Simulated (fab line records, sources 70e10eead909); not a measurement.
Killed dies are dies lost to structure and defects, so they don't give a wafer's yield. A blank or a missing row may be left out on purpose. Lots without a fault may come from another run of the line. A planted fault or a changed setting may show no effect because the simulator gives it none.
Which tool did it? | flow nand_harc | 7 lots, 21 wafers sampled, at 2 steps of a route of 1159

WHAT THE GAUGES READ, wafer by wafer
NHARC_A_CHANNEL_HOLE_D1_CD_MEAS_30.
lot  | measured     | on        | cd_nm (nm)
L388 | day 9 02:13  | cd_sem-02 | 90.9 90.1 90.1
L391 | day 9 19:20  | cd_sem-01 | 91.0 87.8 88.4
L396 | day 10 14:46 | cd_sem-03 | 88.8 89.0 89.5
L398 | day 11 20:07 | cd_sem-02 | 89.2 90.1 90.6
L402 | day 12 07:19 | cd_sem-03 | 89.7 89.7 91.3
L406 | day 13 14:13 | cd_sem-02 | 90.5 88.3 89.7
L407 | day 13 18:12 | cd_sem-02 | 91.0 91.4 90.7

WHICH TOOL RAN EACH LOT (tool, then ch and the chambers of the sampled wafers, then the start)
lot  | NHARC_A_CHANNEL_HOLE_D1_STRIP_27
L388 | rie_diel-05 ch 1,3, day 9 02:13 or earlier
L391 | rie_diel-05 ch 0,2,3, day 9 19:20 or earlier
L396 | rie_diel-05 ch 0,3, day 10 14:46 or earlier
L398 | rie_diel-03 ch 0,1,2, day 11 20:07 or earlier
L402 | rie_diel-10 ch 0,2,3, day 12 07:19 or earlier
L406 | rie_diel-03 ch 0,2,3, day 13 14:13 or earlier
L407 | rie_diel-10 ch 0,3, day 13 18:12 or earlier
- NHARC_A_CHANNEL_HOLE_D1_STRIP_27: strips in O2.

THE ANSWER, worked out from the rows above alone
Rule: what is usual is taken from the lots themselves. Put in order of their means at a reading, lots are off if they are a third of the lots or fewer, leave a main group of 4 or more, and stand apart from it by a gap of 3 or more times the standard deviation of the main group's means; of several such gaps the widest counts. A main group whose means are all the same, to the digits that the tables above print for the reading, isn't used. A lot without any number at a reading at which 4 lots or more have one is off too. The other lots that the step has rows for count as sound.
No lot is off at any reading shown: from this, nothing can be told.

WHAT THE SIMULATOR HAD PUT IN
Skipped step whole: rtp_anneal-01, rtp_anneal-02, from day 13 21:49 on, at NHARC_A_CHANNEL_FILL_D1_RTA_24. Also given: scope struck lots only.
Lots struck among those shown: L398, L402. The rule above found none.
